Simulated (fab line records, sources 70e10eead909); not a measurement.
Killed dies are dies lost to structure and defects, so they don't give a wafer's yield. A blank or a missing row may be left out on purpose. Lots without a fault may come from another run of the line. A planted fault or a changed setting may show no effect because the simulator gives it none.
One fault seen from 2 desks | flow nand_harc | each desk has only its own numbers; what lay behind them comes last

THE DEFECT DESK
What the inspections along the route counted, lot by lot: means of the sampled wafers that have a number. A lot is out of limits, marked OUT, if its mean lies more than 4 standard deviations from the usual mean; the brackets give that distance.
Columns: A = raw_defect_count at NHARC_P_M1_INSPECT_27, usual 285
lot  | first seen here | A
L140 | day 6 07:25     | 235
L141 | day 6 18:21     | 208
L142 | day 7 03:17     | 188
L144 | day 7 23:17     | 181
L145 | day 8 06:43     | 354
L150 | day 10 13:04    | 359
L155 | day 12 15:08    | 218
L157 | day 13 15:44    | 362
L156 | day 13 16:41    | 303
L159 | day 14 04:55    | 287
L158 | day 14 05:25    | 246
L162 | day 15 13:49    | 156
This desk's finding: nothing out of limits on any of the 12 lots.

THE METROLOGY DESK
What the gauges read, lot by lot, whatever tool the lot ran on: means of the sampled wafers that have a number. A lot is out of limits, marked OUT, if its mean lies more than 4 standard deviations from the usual mean; the brackets give that distance.
Columns: A = cd_nm at NHARC_P_M2_CD_MEAS_09, usual 170.8 nm; B = overlay_x_nm at NHARC_P_M2_OVL_MEAS_10, usual 0.0 nm; C = overlay_y_nm at NHARC_P_M2_OVL_MEAS_10, usual -0.2 nm
lot  | first seen here | A                | B    | C
L140 | day 6 08:48     | 170.4            | -0.1 | -0.5
L141 | day 6 19:45     | 169.8            | -0.2 | -0.9
L142 | day 7 04:41     | 170.9            | -0.5 | 0.8
L144 | day 8 00:41     | 176.0 (+6.8) OUT | 0.3  | -0.4
L145 | day 8 08:07     | 175.4 (+5.9) OUT | 0.1  | 0.5
L150 | day 10 14:28    | 171.4            | -1.5 | -0.4
L155 | day 12 16:32    | 170.8            | 0.5  | -1.1
L157 | day 13 17:07    | 171.2            | 1.9  | -0.3
L156 | day 13 18:05    | 170.7            | -1.2 | -1.7
L159 | day 14 06:17    | 170.5            | 0.6  | -0.2
L158 | day 14 06:55    | 170.6            | 0.4  | 0.9
L162 | day 15 15:12    | 171.3            | 1.3  | -0.0
This desk's finding: out of limits on L144, L145; first on L144, day 8 00:41 (cd_nm at NHARC_P_M2_CD_MEAS_09). In limits: L140, L141, L142, L150, L155, L157, L156, L159, L158, L162.

PUT TOGETHER
The metrology desk could have raised an alarm at day 8 00:41, on L144, L145.
The defect desk saw nothing out of limits.
The defect desk has L144, L145 on record, within its limits.
Of the lots named, all ran NHARC_P_M2_PEB_07 on litho_track-04.

WHAT THE SIMULATOR HAD PUT IN
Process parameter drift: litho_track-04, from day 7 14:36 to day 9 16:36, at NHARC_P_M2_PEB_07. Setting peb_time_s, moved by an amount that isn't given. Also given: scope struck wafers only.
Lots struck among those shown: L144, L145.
Hours from the fault's start to each desk's first reading out of limits: the metrology desk, 10.
